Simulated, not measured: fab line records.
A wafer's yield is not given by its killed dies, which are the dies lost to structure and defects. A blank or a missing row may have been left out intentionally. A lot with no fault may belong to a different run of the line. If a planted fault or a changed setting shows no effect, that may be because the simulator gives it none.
The tool behind it: which one? | flow nand-harc | Sampling: 24 lots, 72 wafers, 3 of 1302 route steps

## WHAT EACH GAUGE READ, for each wafer
NHARC_P_START_INSPECT_01. Usual: 3.6 for raw-defect-count, sd 2.1.
lot  | measured     | on                | raw-defect-count | flag
L074 | day 1 20:02  | defect-inspect-01 | 2 4 2            |
L075 | day 2 06:02  | defect-inspect-02 | 3 4 5            |
L076 | day 2 16:02  | defect-inspect-01 | 7 2 4            |
L077 | day 3 02:02  | defect-inspect-01 | 3 5 5            |
L078 | day 3 12:02  | defect-inspect-02 | 4 1 2            |
L079 | day 3 22:02  | defect-inspect-02 | 2 1 2            |
L080 | day 4 08:02  | defect-inspect-01 | 6 5 2            |
L081 | day 4 18:02  | defect-inspect-02 | 2 4 16           |
L082 | day 5 04:02  | defect-inspect-01 | 3 3 6            |
L083 | day 5 14:02  | defect-inspect-02 | 4 6 3            |
L084 | day 6 00:02  | defect-inspect-02 | 4 2 5            |
L085 | day 6 10:02  | defect-inspect-01 | 1 4 3            |
L086 | day 6 20:02  | defect-inspect-02 | 0 3 4            |
L087 | day 7 06:02  | defect-inspect-02 | 3 4 1            |
L088 | day 7 16:02  | defect-inspect-01 | 3 4 1            |
L089 | day 8 02:03  | defect-inspect-01 | 2 5 4            |
L090 | day 8 12:02  | defect-inspect-02 | 9 8 2            |
L091 | day 8 22:02  | defect-inspect-01 | 4 2 2            |
L092 | day 9 08:02  | defect-inspect-01 | 5 2 3            |
L093 | day 9 18:02  | defect-inspect-02 | 4 4 3            |
L094 | day 10 04:02 | defect-inspect-02 | 5 5 2            |
L095 | day 10 14:02 | defect-inspect-02 | 4 5 5            |
L096 | day 11 00:02 | defect-inspect-02 | 3 5 4            |
L097 | day 11 10:03 | defect-inspect-01 | 3 3 5            |

NHARC_P_ZERO_WELL_CD_MEAS_52: target cd 2000 nm. Usual: 1998.6 nm for cd-nm, sd 2.6.
lot  | measured     | on        | cd-nm (nm)           | flag
L074 | day 2 01:56  | cd-sem-02 | 2002.3 2001.3 2001.2 |
L075 | day 2 11:52  | cd-sem-02 | 1999.9 1997.2 2001.0 |
L076 | day 2 21:44  | cd-sem-01 | 1999.1 2000.2 1999.9 |
L077 | day 3 07:46  | cd-sem-03 | 1997.1 1998.2 1997.4 |
L078 | day 3 17:54  | cd-sem-03 | 2000.4 2004.1 1999.1 |
L079 | day 4 03:43  | cd-sem-02 | 2000.7 2000.7 2003.9 |
L080 | day 4 13:32  | cd-sem-02 | 1996.1 1999.8 1994.8 |
L081 | day 5 03:48  | cd-sem-02 | 1999.7 1999.5 2003.1 |
L082 | day 5 09:44  | cd-sem-01 | 2000.0 2001.4 2000.8 |
L083 | day 5 20:19  | cd-sem-03 | 1991.5 1997.2 1991.3 |
L084 | day 6 05:40  | cd-sem-03 | 1999.9 2000.9 2002.3 |
L085 | day 6 15:38  | cd-sem-03 | 1998.0 1999.2 2001.7 |
L086 | day 7 01:40  | cd-sem-01 | 1993.4 1996.8 1995.8 |
L087 | day 7 17:58  | cd-sem-03 | 1998.7 1997.7 1998.1 |
L088 | day 7 21:38  | cd-sem-03 | 1998.7 1996.8 1997.5 |
L089 | day 8 07:53  | cd-sem-03 | 2001.9 1997.8 1997.3 |
L090 | day 8 17:55  | cd-sem-01 | 1999.4 1994.5 1996.3 |
L091 | day 9 03:36  | cd-sem-03 | 1998.6 1998.7 1999.7 |
L092 | day 9 13:51  | cd-sem-02 | 1997.0 1996.2 2000.4 |
L093 | day 9 23:37  | cd-sem-03 | 1999.5 2001.7 2002.3 |
L094 | day 10 09:52 | cd-sem-01 | 2000.7 1997.7 1994.8 |
L095 | day 10 19:43 | cd-sem-03 | 2001.4 1998.7 1999.5 |
L096 | day 11 05:51 | cd-sem-02 | 1996.6 1999.0 1998.9 |
L097 | day 11 15:31 | cd-sem-03 | 1998.8 1996.7 1995.5 |

## TOOL THAT RAN EACH LOT (tool first, then ch and the chambers of the sampled wafers, then the start)
lot  | NHARC_P_ZERO_WELL_ETCH_62
L074 | rie-diel-11 ch 0,1,3, day 2 01:56 or earlier
L075 | rie-diel-11 ch 0,1,3, day 2 11:52 or earlier
L076 | rie-diel-11 ch 2,3, day 2 21:44 or earlier
L077 | rie-diel-13 ch 1,2,3, day 3 07:46 or earlier
L078 | rie-diel-11 ch 1,2, day 3 17:54 or earlier
L079 | rie-diel-09 ch 0,1,3, day 4 03:43 or earlier
L080 | rie-diel-09 ch 1,2, day 4 13:32 or earlier
L081 | rie-diel-09 ch 1,2,3, day 5 03:48 or earlier
L082 | rie-diel-13 ch 1,3, day 5 09:44 or earlier
L083 | rie-diel-13 ch 1,2, day 5 20:19 or earlier
L084 | rie-diel-13 ch 1,2,3, day 6 05:40 or earlier
L085 | rie-diel-13 ch 0,2,3, day 6 15:38 or earlier
L086 | rie-diel-11 ch 1,2,3, day 7 01:40 or earlier
L087 | rie-diel-13 ch 0,1,3, day 7 17:58 or earlier
L088 | rie-diel-09 ch 2,3, day 7 21:38 or earlier
L089 | rie-diel-09 ch 1,3, day 8 07:53 or earlier
L090 | rie-diel-09 ch 1,2, day 8 17:55 or earlier
L091 | rie-diel-13 ch 0,1,3, day 9 03:36 or earlier
L092 | rie-diel-13 ch 0,3, day 9 13:51 or earlier
L093 | rie-diel-09 ch 0,1,3, day 9 23:37 or earlier
L094 | rie-diel-11 ch 0,1,2, day 10 09:52 or earlier
L095 | rie-diel-11 ch 1,2,3, day 10 19:43 or earlier
L096 | rie-diel-09 ch 0,2,3, day 11 05:51 or earlier
L097 | rie-diel-09 ch 1,2,3, day 11 15:31 or earlier
- NHARC_P_ZERO_WELL_ETCH_62: etches the open film in CHF3/Ar, target depth 13 nm, time 6.5 s.

## AS READ BY THE TOOLS THEMSELVES (means over the sampled wafers that have a number; for cases with no such wafer, the mark the record gives instead)
NHARC_P_ZERO_WELL_ETCH_62. Usual: drypump-motor-current-A 5.7 A, standard deviation 0.66; oes-product-au 0.962 a.u., standard deviation 0.017; rf-vpp-V 371.1 V, standard deviation 1.9; showerhead-plenum-p-Torr 2.36 Torr, standard deviation 0.078; throttle-valve-pct 20.218 %, standard deviation 0.0098.
lot  | tool        | drypump-motor-current-A (A) | oes-product-au (a.u.) | rf-vpp-V (V) | showerhead-plenum-p-Torr (Torr) | throttle-valve-pct (%) | flag
L074 | rie-diel-11 | 5.4                         | 0.950                 | 370.0        | 2.31                            | 20.221                 |
L075 | rie-diel-11 | 5.4                         | 0.968                 | 370.4        | 2.31                            | 20.215                 |
L076 | rie-diel-11 | 5.9                         | 0.944                 | 370.7        | 2.33                            | 20.227                 |
L077 | rie-diel-13 | 5.6                         | 0.958                 | 372.0        | 2.43                            | 20.222                 |
L078 | rie-diel-11 | 6.4                         | 0.943                 | 371.4        | 2.36                            | 20.224                 |
L079 | rie-diel-09 | 5.5                         | 0.961                 | 372.4        | 2.39                            | 20.216                 |
L080 | rie-diel-09 | 6.5                         | 0.973                 | 373.5        | 2.45                            | 20.222                 |
L081 | rie-diel-09 | 6.0                         | 0.949                 | 371.3        | 2.38                            | 20.215                 |
L082 | rie-diel-13 | 5.2                         | 0.966                 | 372.0        | 2.44                            | 20.219                 |
L083 | rie-diel-13 | 5.8                         | 0.937                 | 372.5        | 2.41                            | 20.226                 |
L084 | rie-diel-13 | 5.5                         | 0.971                 | 372.5        | 2.42                            | 20.208                 |
L085 | rie-diel-13 | 5.7                         | 0.969                 | 372.8        | 2.41                            | 20.217                 |
L086 | rie-diel-11 | 5.9                         | 0.956                 | 370.4        | 2.30                            | 20.225                 |
L087 | rie-diel-13 | 5.3                         | 0.952                 | 372.4        | 2.40                            | 20.219                 |
L088 | rie-diel-09 | 5.5                         | 0.974                 | 369.8        | 2.30                            | 20.220                 |
L089 | rie-diel-09 | 5.5                         | 0.971                 | 370.9        | 2.37                            | 20.210                 |
L090 | rie-diel-09 | 6.5                         | 0.963                 | 373.0        | 2.44                            | 20.218                 |
L091 | rie-diel-13 | 5.3                         | 0.957                 | 371.6        | 2.40                            | 20.215                 |
L092 | rie-diel-13 | 5.5                         | 0.964                 | 371.0        | 2.38                            | 20.219                 |
L093 | rie-diel-09 | 5.5                         | 0.979                 | 371.0        | 2.38                            | 20.222                 |
L094 | rie-diel-11 | 5.9                         | 0.964                 | 370.6        | 2.34                            | 20.219                 |
L095 | rie-diel-11 | 5.9                         | 0.950                 | 369.7        | 2.29                            | 20.217                 |
L096 | rie-diel-09 | 5.6                         | 0.969                 | 369.3        | 2.30                            | 20.218                 |
L097 | rie-diel-09 | 6.0                         | 0.971                 | 370.6        | 2.36                            | 20.216                 |

## THE ANSWER, worked out from the rows above alone
Rule: a lot is off if the mean of its wafers that have a number lies more than 3 standard deviations from the usual mean. Also off: a lot with no number at a reading for which 4 or more lots have one. The other lots that the step has rows for count as sound. First the gauges in route order, then the tools' own readings, where a lot's mean is used as printed above. At the first step where some lot is off, the reading lying furthest off is the one used; lots without a number count as furthest.
Across all readings shown, no lot is off: no conclusion can be drawn from this.

## WHAT THE SIMULATOR HAD INSERTED
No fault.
